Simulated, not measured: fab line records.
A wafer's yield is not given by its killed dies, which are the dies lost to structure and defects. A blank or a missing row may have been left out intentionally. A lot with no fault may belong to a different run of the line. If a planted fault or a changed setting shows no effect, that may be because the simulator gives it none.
Split-lot experiment ; flow n5Finfet ; on a route of 1938 steps: 7 lots, 21 wafers read

== SPLIT DETAILS ==
At N5_GATE_CUT_DESCUM_18 (chemistry O2, time 7 s), the setting timeS was moved away from the recipe's 7 s on 8 of the 21 wafers read, by +7.4% to +22.1%. For the rest of the wafers, this setting stayed at what the recipe calls for.

== SPLIT TO READING: what lies between them in the file, 1 step ==
- N5_GATE_CUT_ETCH_28: etches underlayer in N2/H2, target depth 13 nm, time 10.4 s

== THE READING ==
CAR-EUV_of_GATE_CUT_COAT_07.thkNm (the simulator's own value, which no gauge read), in nm, at N5_GATE_CUT_ETCH_36 (etches SiARC in CF4, target depth 13 nm, time 21.7 s). The file does not state a usual value for it. Across the 13 wafers here that went through the recipe, the average is 7.0 nm and the standard deviation 0.29 nm.

wafer;tool, chamber at the split;timeS as run, s;against the recipe;CAR-EUV_of_GATE_CUT_COAT_07.thkNm, nm;against lot-mates on the recipe
L080.1;rieDiel-03, 2;7.579;+8.3%;7;-0.3
L080.2;rieDiel-03, 3;7;recipe;7.4;-
L080.5;rieDiel-03, 3;7;recipe;7.2;-
L087.1;rieDiel-03, 2;7;recipe;7.6;-
L087.2;rieDiel-03, 0,1;7.52;+7.4%;7.2;-0.4
L087.4;rieDiel-03, 0,1;7.52;+7.4%;6.8;-0.8
L090.1;rieDiel-04, 1,0;7;recipe;6.6;-
L090.5;rieDiel-04, 3;7.566;+8.1%;6.8;+0.2
L090.6;rieDiel-04, 1,0;7;recipe;6.6;-
L091.1;rieDiel-05, 0;7;recipe;6.8;-
L091.5;rieDiel-05, 2,3;8.394;+19.9%;5.4;-1.4
L091.6;rieDiel-05, 2,3;8.394;+19.9%;6;-0.8
L093.1;rieDiel-03, 2,3,1;7;recipe;7;-
L093.2;rieDiel-03, 2,3,1;7;recipe;7;-
L093.5;rieDiel-03, 2,3,1;7;recipe;6.8;-
L095.1;rieDiel-04, 0;7;recipe;7;-
L095.3;rieDiel-04, 2;8.548;+22.1%;5.8;-1.0
L095.6;rieDiel-04, 0;7;recipe;6.6;-
L096.1;rieDiel-03, 3,0;7;recipe;7;-
L096.3;rieDiel-03, 0;8.484;+21.2%;6.2;-0.8
L096.6;rieDiel-03, 3,0;7;recipe;7;-
When a row names more than one chamber, that row covers several wafers, and the file does not tell which wafer ran in which chamber.

THE FIT
A straight line over all 21 wafers: CAR-EUV_of_GATE_CUT_COAT_07.thkNm changes by -0.0507 nm for each +1% of timeS; r = -0.79; the points scatter about the line by 0.33 nm.
The same after taking each lot's own level away (the mean of its wafers on the recipe; 21 wafers): -0.0472 nm for each +1%; r = -0.87; scatter 0.22 nm.
According to that fit, moving timeS by its largest amount changes the reading by 1 nm.
Measured against the standard deviation above, the lots' own levels, which go from 6.60 to 7.60 nm, span 3.4 times it.
So the lot-to-lot level blurs the effect unless lot-mates are compared.
Check: for one of the wafers moved furthest among these (+22.1%), held out of the fit, the line's prediction against its lot-mates is -1.05 nm. It came out at -1 nm against them.

== THE WHOLE CHAIN: every reading that the file lists as answering this split, in the file's order ==
step;what it does;reading;change (the file's fit);r (the file's)
N5_GATE_CUT_DESCUM_18;chemistry O2, time 7 s;CAR-EUV_of_GATE_CUT_COAT_07.thkNm (the simulator's own value, which no gauge read);-0.0304 nm for each +1% of the setting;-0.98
N5_GATE_CUT_ETCH_28;etches underlayer in N2/H2, target depth 13 nm, time 10.4 s;CAR-EUV_of_GATE_CUT_COAT_07.thkNm (the simulator's own value, which no gauge read);-0.0307 nm for each +1% of the setting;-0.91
N5_GATE_CUT_ETCH_36;etches SiARC in CF4, target depth 13 nm, time 21.7 s;CAR-EUV_of_GATE_CUT_COAT_07.thkNm (the simulator's own value, which no gauge read);-0.0435 nm for each +1% of the setting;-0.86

== FILE'S OWN FIT ==
CAR-EUV_of_GATE_CUT_COAT_07.thkNm changes by -0.0435 nm for each +1% of timeS, r = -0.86.
